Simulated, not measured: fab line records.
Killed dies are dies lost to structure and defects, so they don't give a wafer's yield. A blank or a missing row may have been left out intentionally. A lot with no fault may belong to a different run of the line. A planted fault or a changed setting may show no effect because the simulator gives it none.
fab line records    flow n5-finfet    part 2 of 2: steps 21 to 31 of 31
record lots=5  wafers=15  last-day=20
route steps=1938 shown BEOL_M1@792
lots that met no fault: from a run of the same line without faults
start-h: start of the lot's first displayed wafer, in hours after the record's first day    wait-h: hours from the lot's prior step to this one    " repeats the value in the row above    L1.1+2: a row that stands for several wafers    - value missing, or start not given    * or withheld: withheld    < > ~ a bound
route shown NAME@n: a module of which the file shows steps, and the number in the route of the first    usual: mean/standard deviation of fault-free wafers    same: alike in all rows    chamber/n: place in a boat    sites: each site's reading    _std_site: standard deviation across them    _edge_site: mean of outer sites minus mean of inner sites    radius-mm: how far each site lies from the wafer's centre    mask NAME#n: copy n    behind: the last tool/chamber to shape the wafer    hold: the reason the lot was held/the length of the hold in hours/how it ended    device: which transistor (n, p or np) failed to switch    end of line: the route-end tests of the same wafers    a step given without rows: its recipe and nothing more    killed: the dies lost at the first sort to structure and to defects; this is not the yield of the wafer    map: a wafer's dies, x killed, . not, _ none there
set.NAME: the setting the step ran with; set.NAME@STEP: the setting that earlier step ran with    model.NAME: the simulator's own value behind a step, which no gauge read
lots at selected steps of the route; one table per step, one row per wafer
services: a tool's chamber out of use, with start hour (start-h, from the record's first day; less than 0 if before it), hours out, and reason
## steps
# step N5_BEOL_M1_SURFACE_TREAT_85
# recipe gas=Ar  time-s=*  ion-energy-ev=*  ion-current-ma-cm2=0.5  pressure-mtorr=*  ar-flow-sccm=30
# usual throttle-valve-pct=*
lot.wafer  tool            chamber  start-h  wait-h  throttle-valve-pct
L077.1     pvd-sputter-02  -        175.93   0.1     *
L077.4     "               -        "        "       *
L077.6     "               -        "        "       *
L078.1     pvd-sputter-02  -        184.23   0.2     *
L078.3     "               -        "        "       *
L078.6     "               -        "        "       *
L082.1     pvd-sputter-01  -        198.69   0.3     *
L082.2     "               -        "        "       *
L082.5     "               -        "        "       *
L086.1     pvd-sputter-02  -        205.18   0.3     *
L086.5     "               -        "        "       *
L086.6     "               -        "        "       *
L087.3     pvd-sputter-02  -        228.17   1.9     *
L087.4     "               -        "        "       *
L087.5     "               -        "        "       *
# step N5_BEOL_M1_CVD_47
# recipe material=Co  target-thk-a=30  temp-c=withheld  precursor=CCTBA/H2  pressure-torr=30  time-s=223.8
lot.wafer   tool       chamber  start-h  wait-h
L077.1+4+6  cvd-co-02  2,0,1    175.99   0.0
L078.1+3+6  cvd-co-02  0,2,0    184.29   0.0
L082.1+2+5  cvd-co-01  0,1,1    198.75   0.0
L086.1+5+6  cvd-co-02  1,2,0    205.24   0.0
L087.3+4+5  cvd-co-02  2,1,2    228.29   0.1
# step N5_BEOL_M1_SPUTTER_48
# recipe material=Cu  target-thk-a=45  temp-c=-20  chamber-pressure-pa=0.07  power-w=withheld  time-s=8.29
# usual throttle-valve-pct=30.0/0.72
lot.wafer  tool            chamber  start-h  wait-h  throttle-valve-pct
L077.1     pvd-sputter-02  -        176.16   0.1     29.4
L077.4     "               -        "        "       30.5
L077.6     "               -        "        "       29.4
L078.1     pvd-sputter-03  -        184.62   0.3     31.2
L078.3     "               -        "        "       29.7
L078.6     "               -        "        "       29.6
L082.1     pvd-sputter-03  -        199.06   0.2     28.9
L082.2     "               -        "        "       31.3
L082.5     "               -        "        "       31.0
L086.1     pvd-sputter-02  -        205.66   0.4     29.8
L086.5     "               -        "        "       29.4
L086.6     "               -        "        "       29.9
L087.3     pvd-sputter-01  -        228.53   0.2     31.3
L087.4     "               -        "        "       29.6
L087.5     "               -        "        "       31.2
# step N5_BEOL_M1_ANNEAL_49
# recipe temp-c=400  time-s=240  ambient=vacuum
# usual heater-power-w=783/68
lot.wafer  tool            chamber  start-h  wait-h  heater-power-w
L077.1     pvd-sputter-02  -        176.24   0.0     699
L077.4     "               -        "        "       850
L077.6     "               -        "        "       691
L078.1     pvd-sputter-03  -        184.70   0.0     839
L078.3     "               -        "        "       747
L078.6     "               -        "        "       757
L082.1     pvd-sputter-03  -        199.14   0.0     672
L082.2     "               -        "        "       800
L082.5     "               -        "        "       807
L086.1     pvd-sputter-02  -        205.74   0.0     742
L086.5     "               -        "        "       697
L086.6     "               -        "        "       774
L087.3     pvd-sputter-01  -        228.61   0.0     721
L087.4     "               -        "        "       828
L087.5     "               -        "        "       736
# step N5_BEOL_M1_SPUTTER_79
# recipe material=Cu  target-thk-a=45  temp-c=-20  chamber-pressure-pa=0.07  power-w=withheld  time-s=8.29
# usual throttle-valve-pct=29.9/0.75
lot.wafer  tool            chamber  start-h  wait-h  throttle-valve-pct
L077.1     pvd-sputter-02  -        176.38   0.1     29.6
L077.4     "               -        "        "       30.2
L077.6     "               -        "        "       29.4
L078.1     pvd-sputter-03  -        184.84   0.1     31.2
L078.3     "               -        "        "       29.4
L078.6     "               -        "        "       29.4
L082.1     pvd-sputter-03  -        199.28   0.1     29.0
L082.2     "               -        "        "       31.5
L082.5     "               -        "        "       31.1
L086.1     pvd-sputter-02  -        205.88   0.1     29.9
L086.5     "               -        "        "       29.3
L086.6     "               -        "        "       30.1
L087.3     pvd-sputter-01  -        228.75   0.1     31.2
L087.4     "               -        "        "       29.4
L087.5     "               -        "        "       30.8
# step N5_BEOL_M1_ANNEAL_80
# recipe temp-c=400  time-s=240  ambient=vacuum
# usual heater-power-w=782/69
lot.wafer  tool            chamber  start-h  wait-h  heater-power-w
L077.1     pvd-sputter-02  -        176.46   0.0     712
L077.4     "               -        "        "       841
L077.6     "               -        "        "       694
L078.1     pvd-sputter-03  -        184.92   0.0     802
L078.3     "               -        "        "       762
L078.6     "               -        "        "       761
L082.1     pvd-sputter-03  -        199.36   0.0     663
L082.2     "               -        "        "       795
L082.5     "               -        "        "       789
L086.1     pvd-sputter-02  -        205.96   0.0     775
L086.5     "               -        "        "       680
L086.6     "               -        "        "       771
L087.3     pvd-sputter-01  -        228.83   0.0     747
L087.4     "               -        "        "       848
L087.5     "               -        "        "       719
# step N5_BEOL_M1_SPUTTER_81
# recipe material=Cu  target-thk-a=45  temp-c=-20  chamber-pressure-pa=0.07  power-w=withheld  time-s=8.29
# usual throttle-valve-pct=30.0/0.73
lot.wafer  tool            chamber  start-h  wait-h  throttle-valve-pct
L077.1     pvd-sputter-02  -        176.60   0.1     29.2
L077.4     "               -        "        "       30.6
L077.6     "               -        "        "       29.6
L078.1     pvd-sputter-03  -        185.06   0.1     31.1
L078.3     "               -        "        "       29.7
L078.6     "               -        "        "       29.3
L082.1     pvd-sputter-03  -        199.50   0.1     28.8
L082.2     "               -        "        "       31.0
L082.5     "               -        "        "       31.2
L086.1     pvd-sputter-02  -        206.10   0.1     29.9
L086.5     "               -        "        "       29.5
L086.6     "               -        "        "       29.8
L087.3     pvd-sputter-01  -        228.97   0.1     31.2
L087.4     "               -        "        "       29.6
L087.5     "               -        "        "       31.1
# step N5_BEOL_M1_ANNEAL_82
# recipe temp-c=400  time-s=240  ambient=vacuum
# usual heater-power-w=781/70
lot.wafer  tool            chamber  start-h  wait-h  heater-power-w
L077.1     pvd-sputter-02  -        176.68   0.0     693
L077.4     "               -        "        "       854
L077.6     "               -        "        "       695
L078.1     pvd-sputter-03  -        185.14   0.0     796
L078.3     "               -        "        "       754
L078.6     "               -        "        "       735
L082.1     pvd-sputter-03  -        199.58   0.0     677
L082.2     "               -        "        "       800
L082.5     "               -        "        "       803
L086.1     pvd-sputter-02  -        206.18   0.0     770
L086.5     "               -        "        "       703
L086.6     "               -        "        "       772
L087.3     pvd-sputter-01  -        229.05   0.0     708
L087.4     "               -        "        "       857
L087.5     "               -        "        "       743
# step N5_BEOL_M1_SPUTTER_86
# recipe material=Cu  target-thk-a=45  temp-c=-20  chamber-pressure-pa=0.07  power-w=withheld  time-s=8.29
# usual throttle-valve-pct=29.9/0.72
lot.wafer  tool            chamber  start-h  wait-h  throttle-valve-pct
L077.1     pvd-sputter-02  -        176.82   0.1     29.2
L077.4     "               -        "        "       30.5
L077.6     "               -        "        "       29.6
L078.1     pvd-sputter-03  -        185.28   0.1     31.2
L078.3     "               -        "        "       29.6
L078.6     "               -        "        "       29.4
L082.1     pvd-sputter-03  -        199.72   0.1     28.7
L082.2     "               -        "        "       31.0
L082.5     "               -        "        "       31.2
L086.1     pvd-sputter-02  -        206.32   0.1     30.0
L086.5     "               -        "        "       29.3
L086.6     "               -        "        "       29.9
L087.3     pvd-sputter-01  -        229.19   0.1     31.0
L087.4     "               -        "        "       29.5
L087.5     "               -        "        "       31.1
# step N5_BEOL_M1_ANNEAL_87
# recipe temp-c=400  time-s=240  ambient=vacuum
# usual heater-power-w=781/68
lot.wafer  tool            chamber  start-h  wait-h  heater-power-w
L077.1     pvd-sputter-02  -        176.90   0.0     720
L077.4     "               -        "        "       859
L077.6     "               -        "        "       704
L078.1     pvd-sputter-03  -        185.36   0.0     808
L078.3     "               -        "        "       773
L078.6     "               -        "        "       744
L082.1     pvd-sputter-03  -        199.80   0.0     674
L082.2     "               -        "        "       807
L082.5     "               -        "        "       824
L086.1     pvd-sputter-02  -        206.40   0.0     767
L086.5     "               -        "        "       713
L086.6     "               -        "        "       765
L087.3     pvd-sputter-01  -        229.27   0.0     729
L087.4     "               -        "        "       849
L087.5     "               -        "        "       711
# step N5_BEOL_M1_SPUTTER_88
# recipe material=Cu  target-thk-a=45  temp-c=-20  chamber-pressure-pa=0.07  power-w=withheld  time-s=8.29
# usual throttle-valve-pct=29.9/0.73
lot.wafer  tool            chamber  start-h  wait-h  throttle-valve-pct
L077.1     pvd-sputter-02  -        177.04   0.1     29.6
L077.4     "               -        "        "       30.5
L077.6     "               -        "        "       29.5
L078.1     pvd-sputter-03  -        185.50   0.1     31.4
L078.3     "               -        "        "       29.8
L078.6     "               -        "        "       29.4
L082.1     pvd-sputter-03  -        199.94   0.1     28.7
L082.2     "               -        "        "       31.3
L082.5     "               -        "        "       31.2
L086.1     pvd-sputter-02  -        206.54   0.1     30.1
L086.5     "               -        "        "       29.5
L086.6     "               -        "        "       30.1
L087.3     pvd-sputter-01  -        229.41   0.1     31.0
L087.4     "               -        "        "       29.2
L087.5     "               -        "        "       31.2
## services
tool            chamber  start-h  hours  kind
ald-sin-04      3        122.15   16.0   repair
ald-metal-02    2        130.18   8.3    repair
rie-diel-06     3        141.41   1.3    repair
rie-diel-06     3        156.83   2.9    repair
cvd-co-01       -        157.58   0.9    repair
rie-diel-06     3        159.87   -      clean
rie-diel-06     3        159.87   -      consumable-replace:focus-ring
ald-metal-03    -        165.86   0.9    repair
rie-diel-02     -        169.40   14.6   pm
ald-sin-04      0        172.52   3.1    repair
ald-metal-03    -        174.59   1.2    pm
rie-diel-05     3        183.44   8.8    repair
cvd-co-02       -        188.89   6.0    pm
wet-bench-05    -        191.05   0.6    repair
rie-diel-02     -        192.18   1.3    repair
ald-sin-02      -        201.27   1.3    repair
rie-diel-02     2        210.62   5.7    repair
cvd-co-01       1        211.05   4.3    repair
rie-diel-06     0        211.17   17.1   repair
pvd-sputter-03  -        216.35   1.0    repair
rie-diel-05     3        216.50   6.9    repair
wet-bench-06    -        217.59   6.2    repair
ald-sin-01      2        222.13   4.4    repair
ald-metal-03    0        226.97   21.5   repair
